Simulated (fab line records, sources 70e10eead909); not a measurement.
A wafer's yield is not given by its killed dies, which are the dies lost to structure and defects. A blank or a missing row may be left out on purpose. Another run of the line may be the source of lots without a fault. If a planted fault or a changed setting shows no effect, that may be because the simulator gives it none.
Struck lot and sound lot, side by side | flow nandHarc | 11 steps out of a route of 1302
Sound: wafers L936.1, L936.5, L936.6. The struck wafers were L928.2, L928.4, L928.5. The cause comes at the end.
Per side, at each step with rows, come the tool, then ch with its chambers, and then its first start. Under that, the readings that differ: sound wafers | struck wafers | difference of the means | sigmas: that difference in standard deviations of wafers without a fault.
alike: readings with means less than 2 such deviations apart, plus words and numbers identical on both sides. not compared: withheld readings, readings lacking a value on some wafer, bounds such as >300 that could conceal the same value, and numbers that have no deviation in the record and whose values overlap.
A row with sigmas, a row that says differs or no value, or rows on one side alone: a step with any of these is where the two part. Numbers that have no deviation but don't overlap get no sigmas and don't part them. Lack of a reading on every wafer of one side parts them only where that side has two or more wafers.

first, 8 steps without rows for these wafers: NHARC_P_CONTACT_PEB_10 (peb time 65 s); NHARC_P_CONTACT_DEVELOP_11 (develop time 35 s); NHARC_P_CONTACT_DESCUM_17 (chemistry O2, time 3 s); NHARC_P_CONTACT_ETCH_35 (etches the open film in CF4, target depth 39 nm, time 65 s); NHARC_P_CONTACT_ETCH_36 (etches the open film in N2/H2, target depth 260 nm, time 406.25 s); NHARC_P_CONTACT_ETCH_18 (etches the open film in C4F8/O2/Ar, target depth 481 nm, time 240.5 s); NHARC_P_CONTACT_STRIP_37 (strips in C4F8/O2/Ar); NHARC_P_CONTACT_ETCH_31 (etches the open film in CH3F/O2, target depth 30 nm, time 85.7 s).
NHARC_P_CONTACT_STRIP_28: strips in O2.
  sound on rieDiel-01 ch 0,1,2, day 15 10:31; struck on rieDiel-07 ch 0,2, day 11 23:01
  no value came back on the struck wafers for any of 8 readings (biasW (W), chamberPressureMTorr (mTorr) and others); on the sound wafers biasW (W) reads 0 0 0
  not compared: rfHoursCounterH
then, 1 step without rows for these wafers: NHARC_P_CONTACT_STRIP_29 (strips in post etch residue remover, time 1200 s).
-- break in the record here, with 18 days between the starts of the struck wafers on either side (left off in module P_CONTACT, picked up again in module END, where the first step shown is number 1302 on the route) --
NHARC_END_SORT_01:
  at this point the record logs the struck wafers (prober-01 ch 0, day 29 23:33) and has no rows for the sound ones

## WHERE THEY PART
Last at NHARC_END_SORT_01 as far as this record goes, first at NHARC_P_CONTACT_STRIP_28.

WHY: whatever the simulator had introduced
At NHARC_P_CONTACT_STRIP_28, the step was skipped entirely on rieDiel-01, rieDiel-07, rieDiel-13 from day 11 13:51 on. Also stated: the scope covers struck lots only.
